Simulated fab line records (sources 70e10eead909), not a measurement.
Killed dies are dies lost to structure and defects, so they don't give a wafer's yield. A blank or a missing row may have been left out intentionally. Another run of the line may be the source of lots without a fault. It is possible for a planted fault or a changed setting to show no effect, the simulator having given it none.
fab line records	flow nandHarc
[record] lots = 12	wafers = 36	lastDay = 24
route steps=1159 shown P_ZERO_WELL@26 P_STI@96 P_GATE@172 END@1159
lots untouched by any fault: they come from a run of this same line in which no faults occurred
startH: start of the lot's first displayed wafer, in hours after the record's first day	waitH: hours elapsed since this lot's preceding step	" as in the row above	L1.1+2: a row that stands for several wafers	- either no value or no given start	* or withheld: withheld	< > ~ a bound
route shown NAME@n: NAME is a module with steps in the file, n the number in the route of the first one	usual: mean/standard deviation taken from wafers without a fault	same: alike in all rows	chamber/n: place in a boat	sites: the reading at each site	_std_site: their standard deviation	_edge_site: mean of outer sites minus mean of inner sites	radiusMm: how far each site lies from the wafer's centre	mask NAME#n: copy n	behind: tool/chamber where the wafer was last shaped	hold: what put the lot on hold/how long, in hours/how the hold closed	device: whichever transistor did not switch (one of n, p or np)	end of line: the route-end tests of the same wafers	step lacking rows: just its recipe	killed: not the wafer's yield, but the dies lost to structure and defects at the first sort	map: dies across one wafer; x = killed, . = not, _ = none there
set.NAME: the setting as run; set.NAME@STEP: as run at that earlier step	model.NAME: the simulator's own value behind a step, which no gauge read
the route's steps for a sample of lots (tables are steps, rows are wafers)
services: from which hour (startH, from the record's first day; less than 0 if before it) a tool's chamber was out of use, for how many hours, and why
[[steps]]
[step NHARC_P_ZERO_WELL_EXPOSE_21]
[recipe] na = 0.6	targetCdNm = 720	doseMj = 22.31	maskId = P_NWELL
[usual] focusOffsetNm = -0.1/0.53
lot.wafer	tool	chamber	startH	waitH	mask	focusOffsetNm
L303.1	krfScanner-01	0	14.33	-	P_NWELL#0	1.0
L303.4	"	0	"	"	P_NWELL#0	0.7
L303.5	"	0	"	"	P_NWELL#0	-0.3
L305.1	krfScanner-01	0	26.70	-	P_NWELL#0	-0.3
L305.2	"	0	"	"	P_NWELL#0	-0.7
L305.6	"	0	"	"	P_NWELL#0	0.5
L307.3	krfScanner-01	0	38.32	-	P_NWELL#0	0.0
L307.5	"	0	"	"	P_NWELL#0	-0.7
L307.6	"	0	"	"	P_NWELL#0	0.3
L308.1	krfScanner-03	0	44.44	-	P_NWELL#0	0.4
L308.2	"	0	"	"	P_NWELL#0	0.2
L308.5	"	0	"	"	P_NWELL#0	0.2
L309.2	krfScanner-03	0	50.32	-	P_NWELL#0	0.3
L309.3	"	0	"	"	P_NWELL#0	0.7
L309.4	"	0	"	"	P_NWELL#0	0.6
L310.2	krfScanner-03	0	56.20	-	P_NWELL_R1#0	-1.1
L310.4	"	0	"	"	P_NWELL_R1#0	-1.6
L310.5	"	0	"	"	P_NWELL_R1#0	-0.4
L314.1	krfScanner-03	0	80.44	-	P_NWELL#0	-1.4
L314.2	"	0	"	"	P_NWELL#0	-0.5
L314.3	"	0	"	"	P_NWELL#0	-0.2
L319.1	krfScanner-03	0	110.44	-	P_NWELL#0	-0.2
L319.3	"	0	"	"	P_NWELL#0	0.4
L319.4	"	0	"	"	P_NWELL#0	0.7
L320.2	krfScanner-04	0	116.44	-	P_NWELL#0	-0.7
L320.4	"	0	"	"	P_NWELL#0	-1.0
L320.5	"	0	"	"	P_NWELL#0	-0.4
L321.3	krfScanner-04	0	122.30	-	P_NWELL#0	0.7
L321.5	"	0	"	"	P_NWELL#0	0.4
L321.6	"	0	"	"	P_NWELL#0	0.8
L323.1	krfScanner-01	0	134.44	-	P_NWELL#0	-0.4
L323.3	"	0	"	"	P_NWELL#0	-1.2
L323.5	"	0	"	"	P_NWELL#0	0.0
L324.2	krfScanner-01	0	140.31	-	P_NWELL#0	-0.9
L324.3	"	0	"	"	P_NWELL#0	0.0
L324.5	"	0	"	"	P_NWELL#0	-0.4
[step NHARC_P_ZERO_WELL_CD_MEAS_24]
[recipe] targetCdNm = 720	landingEnergyEv = 500
[usual] cdNm = 720.5/2.3
lot.wafer	tool	chamber	startH	waitH	cdNm
L303.1	cdSem-02	0	14.49	-	722.4
L303.4	"	0	"	"	720.1
L303.5	"	0	"	"	719.2
L305.1	cdSem-02	0	26.86	-	722.4
L305.2	"	0	"	"	721.1
L305.6	"	0	"	"	718.5
L307.3	cdSem-02	0	38.47	-	721.4
L307.5	"	0	"	"	719.1
L307.6	"	0	"	"	720.7
L308.1	cdSem-01	0	44.60	-	718.7
L308.2	"	0	"	"	721.2
L308.5	"	0	"	"	722.3
L309.2	cdSem-01	0	50.47	-	718.5
L309.3	"	0	"	"	720.2
L309.4	"	0	"	"	717.3
L310.2	cdSem-03	0	56.35	-	634.7
L310.4	"	0	"	"	638.0
L310.5	"	0	"	"	637.6
L314.1	cdSem-03	0	80.60	-	715.0
L314.2	"	0	"	"	717.1
L314.3	"	0	"	"	717.9
L319.1	cdSem-03	0	110.59	-	723.9
L319.3	"	0	"	"	719.3
L319.4	"	0	"	"	719.3
L320.2	cdSem-02	0	116.59	-	724.2
L320.4	"	0	"	"	723.0
L320.5	"	0	"	"	719.4
L321.3	cdSem-01	0	122.45	-	721.9
L321.5	"	0	"	"	721.0
L321.6	"	0	"	"	715.4
L323.1	cdSem-03	0	134.60	-	720.2
L323.3	"	0	"	"	721.2
L323.5	"	0	"	"	721.4
L324.2	cdSem-02	0	140.46	-	720.4
L324.3	"	0	"	"	714.7
L324.5	"	0	"	"	718.9
[step NHARC_P_STI_OCD_MEAS_43]
[usual] trenchDepthNm = 300/5.9	trenchFootCdNm = 158/3.1
lot.wafer	tool	chamber	startH	waitH	trenchDepthNm	trenchFootCdNm
L303.1	ocd-02	-	32.92	-	296	156
L303.4	"	-	"	"	288	156
L303.5	"	-	"	"	296	160
L305.1	ocd-01	-	45.09	-	298	156
L305.2	"	-	"	"	306	156
L305.6	"	-	"	"	301	158
L307.3	ocd-02	-	61.53	-	309	156
L307.5	"	-	"	"	294	161
L307.6	"	-	"	"	298	160
L308.1	ocd-02	-	66.34	-	293	163
L308.2	"	-	"	"	297	166
L308.5	"	-	"	"	293	170
L309.2	ocd-02	-	71.93	-	310	160
L309.3	"	-	"	"	302	158
L309.4	"	-	"	"	302	160
L310.2	ocd-01	-	79.87	-	298	155
L310.4	"	-	"	"	304	154
L310.5	"	-	"	"	304	159
L314.1	ocd-02	-	106.16	-	306	159
L314.2	"	-	"	"	305	162
L314.3	"	-	"	"	297	158
L320.2	ocd-02	-	135.01	-	306	157
L320.4	"	-	"	"	296	155
L320.5	"	-	"	"	305	155
L319.1	ocd-01	-	135.17	-	303	160
L319.3	"	-	"	"	304	160
L319.4	"	-	"	"	288	161
L321.3	ocd-02	-	144.19	-	297	155
L321.5	"	-	"	"	303	158
L321.6	"	-	"	"	298	154
L323.1	ocd-02	-	156.34	-	298	154
L323.3	"	-	"	"	297	155
L323.5	"	-	"	"	298	158
L324.2	ocd-01	-	162.04	-	290	159
L324.3	"	-	"	"	301	156
L324.5	"	-	"	"	301	156
[step NHARC_P_STI_CMP_21]
[recipe] tOverpolishS = 20	targetThkNm = 380.67
[usual] motorCurrentA = 11.9/1.2	overpolishRunS = 20.000/0.009
lot.wafer	tool	chamber	startH	waitH	motorCurrentA	overpolishRunS
L303.1	cmp-02	2	56.84	0.4	9.6	19.999
L303.4	"	0	"	"	12.6	20.009
L303.5	"	3	"	"	12.4	20.028
L305.1	cmp-03	2	63.20	0.4	11.9	19.999
L305.2	"	0	"	"	12.9	20.014
L305.6	"	2	"	"	11.7	20.004
L307.3	cmp-03	1	81.93	0.4	11.9	20.000
L307.5	"	1	"	"	11.9	19.996
L307.6	"	2	"	"	11.8	20.006
L308.2	cmp-03	0	82.13	0.6	12.4	20.009
L308.1	"	1	"	"	12.3	20.003
L308.5	"	2	"	"	11.3	20.000
L309.2	cmp-02	1	93.79	0.4	13.3	19.993
L309.3	"	2	"	"	10.2	19.995
L309.4	"	3	"	"	12.5	19.999
L310.2	cmp-03	1	101.59	0.4	12.9	19.999
L310.4	"	0	"	"	13.8	20.019
L310.5	"	2	"	"	11.3	20.002
L314.2	cmp-02	2	133.12	0.4	9.9	20.008
L314.1	"	3	"	"	11.9	19.984
L314.3	"	0	"	"	12.2	19.999
L319.1	cmp-03	0	153.56	0.4	13.0	19.998
L319.4	"	1	"	"	12.3	20.013
L319.3	"	3	"	"	12.2	19.991
L320.4	cmp-02	0	153.59	0.4	11.8	20.008
L320.2	"	1	"	"	12.1	20.007
L320.5	"	3	"	"	12.7	20.019
L321.3	cmp-01	1	162.31	0.4	13.7	19.996
L321.6	"	0	"	"	10.3	19.986
L321.5	"	1	"	"	13.8	19.995
L323.3	cmp-01	3	171.94	0.4	9.8	19.992
L323.1	"	0	"	"	9.2	19.993
L323.5	"	3	"	"	9.5	19.994
L324.3	cmp-02	3	183.04	0.4	12.1	20.020
L324.2	"	1	"	"	12.3	19.988
L324.5	"	3	"	"	12.3	19.991
[step NHARC_P_GATE_DESCUM_48]
[recipe] timeS = 3	o2FlowSccm = 200	arFlowSccm = 0	biasPowerW = 0	chemistry = O2
[usual] chamberPressureMTorr = 60.01/0.057	drypumpMotorCurrentA = 5.70/0.21	oesProductAu = 0.998/0.0098	rfVppV = 57.8/0.82	showerheadPlenumPTorr = 1.92/0.077	throttleValvePct = 11.310/0.0099
lot.wafer	tool	chamber	startH	waitH	chamberPressureMTorr	drypumpMotorCurrentA	oesProductAu	rfHoursCounterH	rfVppV	showerheadPlenumPTorr	throttleValvePct
L303.1	rieDiel-11	1	101.49	-	60.04	5.78	0.983	27	58.1	1.89	11.322
L303.4	"	0	"	"	60.04	5.44	0.989	30	58.5	2.04	11.302
L303.5	"	1	"	"	59.99	5.78	0.981	-	56.6	1.89	11.300
L305.1	rieDiel-08	0	107.82	-	60.02	5.60	1.016	24	56.6	1.89	11.310
L305.2	"	1	"	"	60.04	5.91	1.010	25	59.0	2.01	11.313
L305.6	"	0	"	"	60.10	5.59	1.015	-	57.5	1.89	11.299
L307.3	rieDiel-11	0	130.15	-	60.05	5.44	0.989	42	59.7	2.04	11.312
L307.5	"	3	"	"	60.03	5.81	0.998	-	57.8	2.01	11.313
L307.6	"	0	"	"	59.94	5.42	0.982	-	58.4	2.04	11.316
L308.2	rieDiel-11	0	130.26	-	60.03	5.42	0.982	42	58.1	2.04	11.309
L308.1	"	1	"	"	59.97	5.83	0.998	40	57.1	1.88	11.316
L308.5	"	3	"	"	59.97	5.78	0.997	-	58.1	2.01	11.318
L309.4	rieDiel-11	1	140.73	-	60.00	5.78	0.997	44	58.8	1.88	11.301
L309.3	"	2	"	"	60.06	5.58	1.002	43	56.5	1.86	11.308
L309.2	"	0	"	"	60.00	5.44	0.986	46	58.9	2.03	11.308
L310.2	rieDiel-11	2	147.70	-	60.03	5.61	1.001	47	55.3	1.86	11.310
L310.4	"	3	"	"	59.99	5.87	1.006	49	58.6	2.00	11.289
L310.5	"	3	"	"	60.04	5.84	0.991	-	58.4	2.00	11.319
L314.2	rieDiel-08	3	176.51	-	59.87	5.98	0.999	7	57.5	1.87	11.327
L314.1	"	0	"	"	59.99	5.58	0.995	7	57.4	1.89	11.303
L314.3	"	1	"	"	60.02	5.94	0.999	7	58.1	2.00	11.300
L319.3	rieDiel-11	2	202.04	-	59.94	5.59	1.004	1	57.3	1.86	11.307
L319.4	"	0	"	"	60.05	5.46	0.992	1	60.0	2.03	11.318
L319.1	"	1	"	"	60.08	5.80	0.985	2	56.9	1.88	11.293
L320.2	rieDiel-11	1	202.21	-	59.99	5.81	0.986	2	59.3	1.88	11.293
L320.4	"	0	"	"	60.05	5.45	1.002	1	58.7	2.03	11.304
L320.5	"	2	"	"	59.96	5.61	1.010	-	56.8	1.86	11.318
L321.3	rieDiel-08	1	211.56	-	60.06	5.91	1.000	17	56.4	2.00	11.321
L321.6	"	0	"	"	60.03	5.59	1.003	-	56.9	1.88	11.304
L321.5	"	1	"	"	60.05	5.92	1.002	-	57.3	2.00	11.292
L323.1	rieDiel-01	3	216.52	-	59.97	6.09	1.009	27	59.0	1.95	11.303
L323.3	"	0	"	"	59.97	5.39	1.000	24	58.2	1.96	11.297
L323.5	"	2	"	"	60.03	5.84	1.008	-	58.2	2.02	11.302
L324.2	rieDiel-11	3	228.98	-	60.09	5.84	0.988	13	57.2	2.00	11.317
L324.3	"	0	"	"	59.99	5.42	0.999	12	58.7	2.02	11.312
L324.5	"	2	"	"	59.95	5.59	1.008	-	58.3	1.85	11.306
[step NHARC_END_SORT_01]
[recipe] tempC = 25
[usual] killedAtArray = 27/9.9	killedAtOther = 0.5/0.76	killedAtPeriphery = 3.4/2.2	killedDies = 31/10	killedOpen = 3.3/2	killedShort = 2.0/1.5
[same] grossDies = 677
lot.wafer	tool	chamber	startH	waitH	killedAtArray	killedAtOther	killedAtPeriphery	killedDies	killedOpen	killedShort
L310.2	prober-02	0	484.72	2.8	44	2	18	64	6	2
L310.4	prober-02	0	486.33	3.4	49	2	22	73	4	3
L310.5	prober-02	0	487.13	3.7	42	2	28	72	7	1
// killed by level:class
L310.2 A_CHANNEL_HOLE_D1:chamberFilmFlake=17 P_ZERO_WELL:areaExpose=16 A_SLIT:chamberFilmFlake=12 A_STAIRCASE:chamberFilmFlake=6 A_CHANNEL_FILL_D1:geometricParticle:open=2 A_M0:geometricParticle:open=2 THIN_TSV:chamberFilmFlake=2 P_M0:geometricParticle:open=1
L310.4 P_ZERO_WELL:areaExpose=18 A_CHANNEL_HOLE_D1:chamberFilmFlake=16 A_SLIT:chamberFilmFlake=16 A_STAIRCASE:chamberFilmFlake=5 A_CONTACT:chamberFilmFlake=4 A_CHANNEL_FILL_D1:geometricParticle:short=2 P_STI:chamberFilmFlake=2 THIN_TSV:chamberFilmFlake=2
L310.5 P_ZERO_WELL:areaExpose=20 A_CHANNEL_HOLE_D1:chamberFilmFlake=11 A_STAIRCASE:chamberFilmFlake=11 A_SLIT:chamberFilmFlake=8 P_GATE:chamberFilmFlake=4 A_CONTACT:chamberFilmFlake=4 A_WL_FILL:geometricParticle:open=2 A_CONTACT:geometricParticle:open=2
[[services]]
tool	chamber	startH	hours	kind
cmp-02	-	-9.20	0.4	repair
rieDiel-11	-	-4.69	1.3	repair
krfScanner-03	-	-4.00	4.0	pm
rieDiel-11	-	12.50	9.0	pm
krfScanner-01	-	16.58	2.8	repair
cmp-02	-	30.59	4.0	pm
cmp-03	-	45.89	1.8	repair
cmp-03	-	58.00	4.0	pm
rieDiel-11	2	58.84	3.0	repair
cmp-02	-	68.71	11.7	repair
krfScanner-01	-	84.00	4.0	pm
cmp-03	-	85.15	2.0	repair
cmp-02	-	90.15	1.0	repair
cmp-03	-	105.03	3.6	repair
cmp-02	-	108.20	3.4	repair
krfScanner-03	-	117.77	0.5	repair
cmp-02	-	128.59	4.0	pm
cmp-03	-	156.00	4.0	pm
cmp-02	-	167.30	0.9	repair
krfScanner-03	-	168.00	4.0	pm
cmp-03	-	178.11	2.4	repair
rieDiel-11	0	188.45	2.9	repair
rieDiel-11	-	189.50	9.0	pm
krfScanner-01	-	220.35	4.2	repair
[[key]]
[firstSign] step = NHARC_P_ZERO_WELL_EXPOSE_21	reading = mask	direction = changed
[effect] step = NHARC_P_ZERO_WELL_CD_MEAS_24	reading = cdNm	direction = down	sigmas = 37	usual = 720.5	struck = 636.8
[effect] step = NHARC_END_SORT_01	reading = killedAtPeriphery	direction = up	sigmas = 8.6	usual = 3.4	struck = 22.7
[moreKillsBornAt] NHARC_P_ZERO_WELL_EXPOSE_21@krfScanner-03 = 54
metAt NHARC_P_ZERO_WELL_EXPOSE_21
struckLots L310
testerLeftOut L310
notActingAt NHARC_P_STI_OCD_MEAS_43,NHARC_P_STI_CMP_21,NHARC_P_GATE_DESCUM_48
onsetBetween 50.32 56.20
[fault] kind = wrongMask	tool = any	chamber = -	onsetH = 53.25	steps = NHARC_P_ZERO_WELL_EXPOSE_21	auxCopy = P_NWELL_R1#0	cdOffsetNm = -82.935	scope = struckLotsOnly
// testerLeftOut: of these lots the tester's yield and bins aren't shown, on N5 and GAA mostly nor the transistor test; their killed dies are dies lost to structure and defects alone, not to doping, threshold or leakage, so they don't give the yield
